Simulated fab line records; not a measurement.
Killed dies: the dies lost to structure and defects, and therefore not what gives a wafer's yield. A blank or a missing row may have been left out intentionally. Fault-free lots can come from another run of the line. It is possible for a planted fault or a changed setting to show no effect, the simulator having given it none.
Which tool was responsible? + flow n5_finfet + 12 lots, 31 wafers sampled, at 5 steps of a route of 1938

== WHAT THE GAUGES SHOWED, per wafer ==
N5_BEOL_M14_INSPECT_55: inspects for defects (darkfield). Usual: raw_defect_count reads 66 (standard deviation 22).
| lot  | measured     | on                | raw_defect_count | flag |
|------|--------------|-------------------|------------------|------|
| L269 | day 12 04:29 | defect_inspect-01 | 42 38            |      |
| L270 | day 12 07:34 | defect_inspect-01 | 72 68            |      |
| L274 | day 12 16:26 | defect_inspect-02 | 69 60            |      |
| L272 | day 12 16:36 | defect_inspect-02 | 45 79            |      |
| L273 | day 12 20:27 | defect_inspect-02 | 42 40            |      |
| L275 | day 13 10:57 | defect_inspect-01 | 51 54 84         |      |
| L276 | day 13 13:03 | defect_inspect-02 | 63 55 104        |      |
| L278 | day 14 05:38 | defect_inspect-02 | 44 54 52         |      |
| L283 | day 14 18:37 | defect_inspect-01 | 76 55 45         |      |
| L279 | day 15 00:41 | defect_inspect-01 | 63 83 63         |      |
| L288 | day 17 01:35 | defect_inspect-02 | 43 57 47         |      |
| L292 | day 17 22:55 | defect_inspect-01 | 56 40 46         |      |

== EACH LOT AND THE TOOL THAT RAN IT (in order: tool; ch and the chambers of the sampled wafers; start) ==
| lot  | N5_BEOL_M14_DESCUM_33              | N5_BEOL_M14_SPUTTER_43       | N5_BEOL_M14_ECD_47             | N5_BEOL_M14_CMP_49            |
|------|------------------------------------|------------------------------|--------------------------------|-------------------------------|
| L269 | rie_diel-05 ch 0, day 12 00:34     | pvd_sputter-02, day 12 02:49 | ecd_cu-01 ch 0, day 12 03:05   | cmp-01 ch 0,2, day 12 04:10   |
| L270 | rie_diel-06 ch 2,3, day 12 04:20   | pvd_sputter-02, day 12 06:02 | ecd_cu-01 ch 1, day 12 06:19   | cmp-02 ch 2, day 12 07:07     |
| L274 | rie_diel-06 ch 1,3, day 12 12:17   | pvd_sputter-01, day 12 15:01 | ecd_cu-02 ch 1, day 12 15:30   | cmp-01 ch 0,3, day 12 15:59   |
| L272 | rie_diel-05 ch 2,3, day 12 13:56   | pvd_sputter-03, day 12 15:06 | ecd_cu-02 ch 1, day 12 15:40   | cmp-02 ch 1,2, day 12 16:09   |
| L273 | rie_diel-06 ch 1,3, day 12 17:37   | pvd_sputter-03, day 12 18:56 | ecd_cu-02 ch 0,1, day 12 19:13 | cmp-03 ch 0,1, day 12 19:58   |
| L275 | rie_diel-05 ch 0,1,2, day 13 08:25 | pvd_sputter-01, day 13 09:41 | ecd_cu-02 ch 0,1, day 13 10:02 | cmp-02 ch 0,2,3, day 13 10:28 |
| L276 | rie_diel-05 ch 0,1, day 13 09:49   | pvd_sputter-03, day 13 11:50 | ecd_cu-01 ch 0,1, day 13 12:07 | cmp-02 ch 1,2, day 13 12:37   |
| L278 | rie_diel-04 ch 0,2,3, day 13 23:44 | pvd_sputter-02, day 14 03:36 | ecd_cu-02 ch 0,1, day 14 03:52 | cmp-03 ch 0,2,3, day 14 05:13 |
| L283 | rie_diel-04 ch 0,2, day 14 16:10   | pvd_sputter-01, day 14 17:23 | ecd_cu-01 ch 0,1, day 14 17:40 | cmp-01 ch 0,1, day 14 18:10   |
| L279 | rie_diel-05 ch 0,1,3, day 14 17:45 | pvd_sputter-01, day 14 23:28 | ecd_cu-02 ch 0,1, day 14 23:45 | cmp-03 ch 0,2,3, day 15 00:16 |
| L288 | rie_diel-06 ch 0,3, day 16 16:50   | pvd_sputter-01, day 17 00:21 | ecd_cu-02 ch 0,1, day 17 00:42 | cmp-01 ch 0,2,3, day 17 01:08 |
| L292 | rie_diel-05 ch 1,2,3, day 17 19:50 | pvd_sputter-02, day 17 21:16 | ecd_cu-01 ch 0,1, day 17 21:32 | cmp-03 ch 1,2,3, day 17 22:28 |
- N5_BEOL_M14_DESCUM_33: chemistry O2, time 7.9 s.
- N5_BEOL_M14_SPUTTER_43: material TaN, target thk 15 nm, time 24.19 s.
- N5_BEOL_M14_ECD_47: material Cu, target thk 1248 nm.
- N5_BEOL_M14_CMP_49: polishes, stops on SiO2, t overpolish 5.2 s, target thk 560 nm.

== AS READ BY THE TOOLS THEMSELVES (means over the sampled wafers that have a number; for cases with no such wafer, the mark the record gives instead) ==
N5_BEOL_M14_DESCUM_33. Usual: drypump_motor_current_A 5.8 A, standard deviation 0.46; oes_product_au 0.80 a.u., standard deviation 0.075; rf_vpp_V 243.6 V, standard deviation 1.3; showerhead_plenum_p_Torr 2.13 Torr, standard deviation 0.069; temp_c 40.00 C, standard deviation 0.11; throttle_valve_pct 20.4 %, standard deviation 0.41.
| lot  | tool        | drypump_motor_current_A (A) | oes_product_au (a.u.) | rf_vpp_V (V) | showerhead_plenum_p_Torr (Torr) | temp_c (C) | throttle_valve_pct (%) | flag |
|------|-------------|-----------------------------|-----------------------|--------------|---------------------------------|------------|------------------------|------|
| L269 | rie_diel-05 | 6.2                         | 0.84                  | 245.4        | 2.22                            | 40.04      | 20.1                   |      |
| L270 | rie_diel-06 | 5.5                         | 0.81                  | 242.8        | 2.08                            | 39.84      | 20.1                   |      |
| L274 | rie_diel-06 | 5.8                         | 0.77                  | 245.8        | 2.17                            | 39.89      | 20.3                   |      |
| L272 | rie_diel-05 | 5.6                         | 0.74                  | 242.6        | 2.08                            | 39.94      | 20.1                   |      |
| L273 | rie_diel-06 | 5.8                         | 0.77                  | 244.8        | 2.17                            | 40.02      | 20.2                   |      |
| L275 | rie_diel-05 | 5.8                         | 0.77                  | 244.0        | 2.14                            | 40.06      | 20.5                   |      |
| L276 | rie_diel-05 | 6.1                         | 0.78                  | 244.7        | 2.20                            | 40.05      | 20.5                   |      |
| L278 | rie_diel-04 | 5.9                         | 0.78                  | 243.0        | 2.13                            | 40.05      | 20.6                   |      |
| L283 | rie_diel-04 | 5.9                         | 0.78                  | 243.9        | 2.15                            | 40.01      | 20.7                   |      |
| L279 | rie_diel-05 | 5.9                         | 0.81                  | 243.9        | 2.18                            | 39.97      | 20.4                   |      |
| L288 | rie_diel-06 | 5.4                         | 0.78                  | 244.0        | 2.14                            | 39.97      | 20.4                   |      |
| L292 | rie_diel-05 | 5.7                         | 0.78                  | 242.4        | 2.10                            | 39.96      | 20.4                   |      |

N5_BEOL_M14_SPUTTER_43. Usual: throttle_valve_pct reads 29.6 % (standard deviation 1).
| lot  | tool           | throttle_valve_pct (%) | flag |
|------|----------------|------------------------|------|
| L269 | pvd_sputter-02 | 29.5                   |      |
| L270 | pvd_sputter-02 | 29.2                   |      |
| L274 | pvd_sputter-01 | 29.1                   |      |
| L272 | pvd_sputter-03 | 29.4                   |      |
| L273 | pvd_sputter-03 | 29.1                   |      |
| L275 | pvd_sputter-01 | 29.1                   |      |
| L276 | pvd_sputter-03 | 29.8                   |      |
| L278 | pvd_sputter-02 | 29.2                   |      |
| L283 | pvd_sputter-01 | 29.9                   |      |
| L279 | pvd_sputter-01 | 30.4                   |      |
| L288 | pvd_sputter-01 | 28.8                   |      |
| L292 | pvd_sputter-02 | 28.9                   |      |

N5_BEOL_M14_CMP_49. Usual: motor_current_A 8.1 A, standard deviation 0.75; pad_life_wafers 867, standard deviation 560; time_to_endpoint_s 120 s, standard deviation 5.7.
| lot  | tool   | motor_current_A (A) | pad_life_wafers | time_to_endpoint_s (s) | flag |
|------|--------|---------------------|-----------------|------------------------|------|
| L269 | cmp-01 | 8.1                 | 153             | 116                    |      |
| L270 | cmp-02 | 7.7                 | 114             | 127                    |      |
| L274 | cmp-01 | 8.0                 | 212             | 117                    |      |
| L272 | cmp-02 | 8.2                 | 186             | 122                    |      |
| L273 | cmp-03 | 8.7                 | 1134            | 118                    |      |
| L275 | cmp-02 | 8.0                 | 356             | 129                    |      |
| L276 | cmp-02 | 8.0                 | 384             | 122                    |      |
| L278 | cmp-03 | 7.7                 | 1370            | 121                    |      |
| L283 | cmp-01 | 7.5                 | 596             | 106                    |      |
| L279 | cmp-03 | 7.7                 | 1532            | 116                    |      |
| L288 | cmp-01 | 7.8                 | 1009            | 119                    |      |
| L292 | cmp-03 | 8.6                 | 2126            | 122                    |      |

== THE ANSWER, worked out from the rows above alone ==
Rule: lot off if the mean of its wafers having a number is beyond 3 standard deviations from the usual mean. A lot without any number at a reading at which 4 lots or more have one is off too. All remaining lots with rows at the step are treated as sound. After the gauges, taken in route order, come the tools' own readings; for these a lot's mean is taken, as printed above. At the first step where some lot is off, the reading lying furthest off is the one used; lots without a number count as furthest.
Across all readings shown, no lot is off: no conclusion can be drawn from this.

== WHAT THE SIMULATOR PUT IN ==
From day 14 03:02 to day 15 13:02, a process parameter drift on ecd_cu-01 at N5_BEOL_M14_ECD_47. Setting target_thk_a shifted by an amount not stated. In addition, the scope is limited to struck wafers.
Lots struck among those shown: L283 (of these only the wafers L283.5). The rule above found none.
